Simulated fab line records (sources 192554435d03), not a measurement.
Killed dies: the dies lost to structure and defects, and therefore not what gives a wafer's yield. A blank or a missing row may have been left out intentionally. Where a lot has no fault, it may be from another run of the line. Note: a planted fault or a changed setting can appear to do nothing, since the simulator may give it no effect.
Lot-split experiment || flow n5 finfet || 7 lots, 21 wafers read, on a route of 1938 steps

## THE SPLIT ITSELF
At N5_BEOL_M7_COAT_71 (time 60 s, resist thk 5 nm), the setting spin rpm was moved away from the recipe's 1500 rpm on 6 of the 21 wafers read, by -9.9% to +8.0%. The other wafers ran this setting at the recipe's value.

## FROM THE SPLIT TO THE READING: what the file shows between them, 3 steps
- N5_BEOL_M7_COAT_22: resist thk 30 nm
- N5_BEOL_M7_EBR_24
- N5_BEOL_M7_DESCUM_33: chemistry O2, time 7 s

## THE READING
etch.depth nm (the simulator's own value, which no gauge read), in nm, at N5_BEOL_M7_ETCH_72 (etches underlayer in N2/H2, target depth 6.5 nm, time 5.2 s). The file does not state a usual value for it. Here, 15 wafers ran the recipe; their average is 4.987 nm with a standard deviation of 0.014 nm.

{"wafer": "L074.4", "tool, chamber at the split": "litho track-02, 0", "spin rpm as run, rpm": 1352, "against the recipe": "-9.9%", "etch.depth nm, nm": 5.242, "against lot-mates on the recipe": "no lot-mate on the recipe"}
{"wafer": "L074.5", "tool, chamber at the split": "litho track-02, 0", "spin rpm as run, rpm": 1352, "against the recipe": "-9.9%", "etch.depth nm, nm": 5.254, "against lot-mates on the recipe": "no lot-mate on the recipe"}
{"wafer": "L074.6", "tool, chamber at the split": "litho track-02, 0", "spin rpm as run, rpm": 1352, "against the recipe": "-9.9%", "etch.depth nm, nm": 5.256, "against lot-mates on the recipe": "no lot-mate on the recipe"}
{"wafer": "L080.1", "tool, chamber at the split": "litho track-02, 0", "spin rpm as run, rpm": 1500, "against the recipe": "recipe", "etch.depth nm, nm": 4.972, "against lot-mates on the recipe": "-"}
{"wafer": "L080.3", "tool, chamber at the split": "litho track-02, 0", "spin rpm as run, rpm": 1500, "against the recipe": "recipe", "etch.depth nm, nm": 4.979, "against lot-mates on the recipe": "-"}
{"wafer": "L080.4", "tool, chamber at the split": "litho track-02, 0", "spin rpm as run, rpm": 1500, "against the recipe": "recipe", "etch.depth nm, nm": 4.983, "against lot-mates on the recipe": "-"}
{"wafer": "L082.1", "tool, chamber at the split": "litho track-02, 0", "spin rpm as run, rpm": 1500, "against the recipe": "recipe", "etch.depth nm, nm": 5, "against lot-mates on the recipe": "-"}
{"wafer": "L082.4", "tool, chamber at the split": "litho track-02, 0", "spin rpm as run, rpm": 1398, "against the recipe": "-6.8%", "etch.depth nm, nm": 5.186, "against lot-mates on the recipe": "+0.184"}
{"wafer": "L082.5", "tool, chamber at the split": "litho track-02, 0", "spin rpm as run, rpm": 1500, "against the recipe": "recipe", "etch.depth nm, nm": 5.004, "against lot-mates on the recipe": "-"}
{"wafer": "L088.1", "tool, chamber at the split": "litho track-02, 0", "spin rpm as run, rpm": 1562, "against the recipe": "+4.1%", "etch.depth nm, nm": 4.908, "against lot-mates on the recipe": -0.095}
{"wafer": "L088.3", "tool, chamber at the split": "litho track-02, 0", "spin rpm as run, rpm": 1500, "against the recipe": "recipe", "etch.depth nm, nm": 4.999, "against lot-mates on the recipe": "-"}
{"wafer": "L088.5", "tool, chamber at the split": "litho track-02, 0", "spin rpm as run, rpm": 1500, "against the recipe": "recipe", "etch.depth nm, nm": 5.007, "against lot-mates on the recipe": "-"}
{"wafer": "L090.2", "tool, chamber at the split": "litho track-05, 0", "spin rpm as run, rpm": 1500, "against the recipe": "recipe", "etch.depth nm, nm": 4.972, "against lot-mates on the recipe": "-"}
{"wafer": "L090.5", "tool, chamber at the split": "litho track-05, 0", "spin rpm as run, rpm": 1500, "against the recipe": "recipe", "etch.depth nm, nm": 4.96, "against lot-mates on the recipe": "-"}
{"wafer": "L090.6", "tool, chamber at the split": "litho track-05, 0", "spin rpm as run, rpm": 1500, "against the recipe": "recipe", "etch.depth nm, nm": 4.968, "against lot-mates on the recipe": "-"}
{"wafer": "L096.2", "tool, chamber at the split": "litho track-03, 0", "spin rpm as run, rpm": 1500, "against the recipe": "recipe", "etch.depth nm, nm": 4.99, "against lot-mates on the recipe": "-"}
{"wafer": "L096.5", "tool, chamber at the split": "litho track-03, 0", "spin rpm as run, rpm": 1500, "against the recipe": "recipe", "etch.depth nm, nm": 4.996, "against lot-mates on the recipe": "-"}
{"wafer": "L096.6", "tool, chamber at the split": "litho track-03, 0", "spin rpm as run, rpm": 1500, "against the recipe": "recipe", "etch.depth nm, nm": 5.002, "against lot-mates on the recipe": "-"}
{"wafer": "L095.2", "tool, chamber at the split": "litho track-02, 0", "spin rpm as run, rpm": 1620, "against the recipe": "+8.0%", "etch.depth nm, nm": 4.808, "against lot-mates on the recipe": -0.178}
{"wafer": "L095.3", "tool, chamber at the split": "litho track-02, 0", "spin rpm as run, rpm": 1500, "against the recipe": "recipe", "etch.depth nm, nm": 4.977, "against lot-mates on the recipe": "-"}
{"wafer": "L095.5", "tool, chamber at the split": "litho track-02, 0", "spin rpm as run, rpm": 1500, "against the recipe": "recipe", "etch.depth nm, nm": 4.995, "against lot-mates on the recipe": "-"}

THE FIT
A straight line over all 21 wafers: etch.depth nm changes by -0.0257 nm for each +1% of spin rpm; r = -0.99; the points scatter about the line by 0.016 nm.
The same after taking each lot's own level away (the mean of its wafers on the recipe; 18 wafers): -0.0242 nm for each +1%; r = -0.99; scatter 0.0078 nm.
According to that fit, moving spin rpm by its largest amount changes the reading by 0.24 nm.
The lots' own levels span 4.9667 to 5.0030 nm, that is 2.5 times the standard deviation above.
Hence the lot-to-lot level has little effect on the slope; both slopes agree.
Check: with one of the wafers moved furthest among these (+8.0%) left out of the fit, the line predicts -0.206 nm for it against its lot-mates. Against them it came out at -0.178 nm.

## OTHER SPLITS APPLIED TO THESE WAFERS
Note: prior to the reading, these wafers also went through further splits. Each is held against what the fit with the lots' levels taken away leaves over:
{"other split on the same wafers": "N5_MOL_CONTACT_COAG_COAT_02 spin rpm", "wafers away from the commonest value": 10, "r with etch.depth nm (lot level and that fit taken away)": "+0.13"}
{"other split on the same wafers": "N5_MOL_CONTACT_COAG_ETCH_105 bias w", "wafers away from the commonest value": 9, "r with etch.depth nm (lot level and that fit taken away)": "+0.10"}
{"other split on the same wafers": "N5_BEOL_M0_ETCH_128 source w", "wafers away from the commonest value": 5, "r with etch.depth nm (lot level and that fit taken away)": -0.23}
{"other split on the same wafers": "N5_BEOL_M3_ILD_DEP_00 time s", "wafers away from the commonest value": 6, "r with etch.depth nm (lot level and that fit taken away)": "+0.07"}
{"other split on the same wafers": "N5_BEOL_M3_TRENCH_ETCH_37 bias w", "wafers away from the commonest value": 7, "r with etch.depth nm (lot level and that fit taken away)": -0.26}
{"other split on the same wafers": "N5_BEOL_M3_ETCH_41 target depth a", "wafers away from the commonest value": 12, "r with etch.depth nm (lot level and that fit taken away)": "+0.11"}
{"other split on the same wafers": "N5_BEOL_M4_DESCUM_33 time s", "wafers away from the commonest value": 12, "r with etch.depth nm (lot level and that fit taken away)": -0.03}
{"other split on the same wafers": "N5_BEOL_M5_TRENCH_ETCH_37 source w", "wafers away from the commonest value": 6, "r with etch.depth nm (lot level and that fit taken away)": -0.02}
{"other split on the same wafers": "N5_BEOL_M7_ETCH_61 source w", "wafers away from the commonest value": 6, "r with etch.depth nm (lot level and that fit taken away)": "+0.04"}

## FILE'S OWN FIT
etch.depth nm changes by -0.0241 nm for each +1% of spin rpm, r = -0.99.
